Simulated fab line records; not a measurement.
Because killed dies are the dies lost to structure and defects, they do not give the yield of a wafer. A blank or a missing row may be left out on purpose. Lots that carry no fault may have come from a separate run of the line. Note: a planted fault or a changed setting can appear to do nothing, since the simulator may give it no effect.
A struck lot beside a sound one -- flow n5 finfet -- 12 steps out of a route of 1938
Sound: these wafers, L116.3, L116.4, L116.6. Struck: wafer L112.3 (L112.4, L112.5, from the same lot, were not struck and are left out); the cause is given at the end.
Order at every step that has rows: each side's tool, ch and its chambers, its first start. Under that, the readings that differ: sound wafers -- struck wafers -- difference of the means -- sigmas: that difference in standard deviations of wafers without a fault.
alike: a reading whose means differ by less than 2 such deviations, as well as words and numbers matching on both sides. not compared: withheld readings; readings where some wafer has no value; bounds like >300 that might hide an equal value; numbers whose values overlap and for which the record gives no deviation.
A row with sigmas, a row that says differs or no value, or rows on one side alone: a step with any of these is where the two part. Non-overlapping numbers with no deviation appear without sigmas and do not part them. Lack of a reading on every wafer of one side parts them only where that side has two or more wafers.

first, 9 steps without rows for these wafers: N5_SDB_EXPOSE_08 (exposes mask SDB); N5_SDB_PEB_09 (peb time 60 s); N5_SDB_DEVELOP_10 (develop time 30 s); N5_SDB_DESCUM_16 (chemistry O2, time 7.9 s); N5_SDB_ETCH_17 (etches SiARC in CF4, target depth 23.4 nm, time 39 s); N5_SDB_ETCH_18 (etches SOC in N2/H2, target depth 100 nm, overetch 20 nm, time 150 s); N5_SDB_STRIP_19 (strips in N2/H2); N5_SDB_STRIP_21 (strips in CF4); N5_SDB_HM_OPEN_20 (chemistry CH3F/O2, target SiNx, stops on poly-Si, target depth 24 nm).
N5_SDB_STRIP_22: strips in N2/H2.
  sound on plasma asher-01 ch 0,1, day 7 12:10; struck on plasma asher-02 ch 0, day 6 19:20
reading,sound,struck,difference,sigmas
strip time to endpoint s (s),95.6 95.9 95.9,97.9,+2.1,+7
  alike: drypump motor current A, h2 flow sccm, heater power w, n2 flow sccm, oes product au
  not compared: rf hours counter h
then, 1 step without rows for these wafers: N5_SDB_PRECLEAN_23 (cleans in dHF, time 30 s).
-- the record jumps here: 5 days lie between the struck wafers' starts before and after (it left off in module SDB and takes up again in module BEOL_M4, whose first step shown is number 1111 of the route) --
N5_BEOL_M4_RC_MEAS_101:
  sound on prober-02 ch 0, day 12 14:24; struck on prober-01 ch 0, day 12 02:35
reading,sound,struck,difference,sigmas
DIBL_N (mV/V),36.0 37.0 38.0,34.2,-2.8,-2
  alike: DIBL_P, IOFF_N, IOFF_P, ION_N, ION_P, SS_N, SS_P, VT_N, VT_P

WHERE THEY PART
First at N5_SDB_STRIP_22; last, within this record, at N5_BEOL_M4_RC_MEAS_101.

WHY: the cause the simulator had injected
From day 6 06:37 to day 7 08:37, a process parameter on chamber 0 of plasma asher-02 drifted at N5_SDB_STRIP_22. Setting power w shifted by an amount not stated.
